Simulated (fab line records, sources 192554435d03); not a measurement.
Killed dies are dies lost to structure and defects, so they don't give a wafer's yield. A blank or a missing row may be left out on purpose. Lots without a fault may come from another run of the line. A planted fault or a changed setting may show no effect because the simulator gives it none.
Split-lot experiment | flow n5_finfet | 7 lots, 21 wafers read, on a route of 1938 steps

THE SPLIT
At N5_MOL_CONTACT_COAG_CVD_140 (deposits W, target thk 66.5 nm, time 215 s), the setting target_thk_a was moved away from the recipe's 665 angstrom on 7 of the 21 wafers read, by -11.1% to +12.5%. The other wafers ran this setting at the recipe's value.

The reading is taken at the split's own step.

THE READING
W_of_MOL_CONTACT_COAG_CVD_140.thk_nm (the simulator's own value, which no gauge read), in nm, at N5_MOL_CONTACT_COAG_CVD_140 (deposits W, target thk 66.5 nm, time 215 s). The file gives no usual value for it. The 14 wafers here that ran the recipe average 66.7 nm, standard deviation 0.5 nm.

wafer  | tool, chamber at the split | target_thk_a as run, angstrom | against the recipe | W_of_MOL_CONTACT_COAG_CVD_140.thk_nm, nm | against lot-mates on the recipe
L075.3 | cvd_w-02, 1                | 665                           | recipe             | 67.6                                     | -
L075.4 | cvd_w-02, 1                | 732                           | +10.1%             | 73.8                                     | +6.1
L075.5 | cvd_w-02, 1                | 665                           | recipe             | 67.8                                     | -
L077.2 | cvd_w-01, 0                | 748                           | +12.5%             | 74.8                                     | +8.1
L077.3 | cvd_w-01, 0                | 665                           | recipe             | 66.4                                     | -
L077.4 | cvd_w-01, 1                | 665                           | recipe             | 67                                       | -
L080.1 | cvd_w-02, 0                | 665                           | recipe             | 66.6                                     | -
L080.3 | cvd_w-02, 1                | 665                           | recipe             | 66.4                                     | -
L080.5 | cvd_w-02, 1                | 665                           | recipe             | 67                                       | -
L081.2 | cvd_w-01, 0                | 736.1                         | +10.7%             | 72.8                                     | +6.6
L081.5 | cvd_w-01, 0                | 665                           | recipe             | 66                                       | -
L081.6 | cvd_w-01, 1                | 665                           | recipe             | 66.4                                     | -
L085.2 | cvd_w-02, 0                | 609.7                         | -8.3%              | 62                                       | -4.4
L085.4 | cvd_w-02, 1                | 665                           | recipe             | 66.6                                     | -
L085.6 | cvd_w-02, 1                | 665                           | recipe             | 66.2                                     | -
L088.1 | cvd_w-02, 0                | 693.9                         | +4.3%              | 69.8                                     | +3.1
L088.5 | cvd_w-02, 1                | 665                           | recipe             | 66.4                                     | -
L088.6 | cvd_w-02, 0                | 665                           | recipe             | 67                                       | -
L095.1 | cvd_w-01, 1                | 665                           | recipe             | 66.4                                     | -
L095.3 | cvd_w-01, 0                | 591.2                         | -11.1%             | 57.8                                     | -8.6
L095.6 | cvd_w-01, 0                | 591.2                         | -11.1%             | 58.2                                     | -8.2

THE FIT
A straight line over all 21 wafers: W_of_MOL_CONTACT_COAG_CVD_140.thk_nm changes by +0.686 nm for each +1% of target_thk_a; r = +0.99; the points scatter about the line by 0.67 nm.
The same after taking each lot's own level away (the mean of its wafers on the recipe; 21 wafers): +0.666 nm for each +1%; r = +0.99; scatter 0.5 nm.
On that fit, the largest move of target_thk_a shifts the reading by 8.3 nm.
The lots' own levels span 66.20 to 67.70 nm, that is 3.0 times the standard deviation above.
So the lot-to-lot level changes the slope little: the two slopes agree.
Check: with one of the wafers moved furthest among these (+12.5%) left out of the fit, the line predicts +8.26 nm for it against its lot-mates. It came out at +8.1 nm against them.

OTHER SPLITS ON THESE WAFERS
These wafers also went through other splits before the reading. Each is held against what the fit with the lots' levels taken away leaves over:
other split on the same wafers         | wafers away from the commonest value | r with W_of_MOL_CONTACT_COAG_CVD_140.thk_nm (lot level and that fit taken away)
N5_SD_EPI_N_ETCH_35 source_w           | 7                                    | +0.13
N5_SD_EPI_N_ETCH_45 target_depth_a     | 8                                    | -0.11
N5_SD_EPI_P_EPI_21 epi_growth_time_s   | 5                                    | +0.29
N5_SD_ACTIVATION_LSA_01 temp_c         | 6                                    | -0.40
N5_HKMG_FIN_ETCH_58 source_w           | 7                                    | +0.33
N5_MOL_CONTACT_COAG_ETCH_105 bias_w    | 7                                    | +0.44
N5_MOL_CONTACT_COAG_ALD_27 time_s      | 8                                    | -0.13
N5_MOL_CONTACT_COAG_ALD_123 ald_cycles | 6                                    | +0.20

THE WHOLE CHAIN: every reading that the file lists as answering this split, in the file's order
step                        | what it does                                                    | reading                                                                               | change (the file's fit)                                                          | r (the file's)
N5_MOL_CONTACT_COAG_CVD_140 | deposits W, target thk 66.5 nm, time 215 s                      | W_of_MOL_CONTACT_COAG_CVD_140.thk_nm (the simulator's own value, which no gauge read) | +0.646 nm for each +1% of the setting                                            | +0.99
N5_MOL_CONTACT_COAG_CMP_52  | polishes, stops on SiO2, t overpolish 1.5 s, target thk 66.5 nm | W_of_MOL_CONTACT_COAG_CVD_140.thk_nm (the simulator's own value, which no gauge read) | not straight: 58 at the lowest setting, 66.31 at the recipe, 66.6 at the highest | not given

THE FILE'S OWN FIT
W_of_MOL_CONTACT_COAG_CVD_140.thk_nm changes by +0.646 nm for each +1% of target_thk_a, r = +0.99.
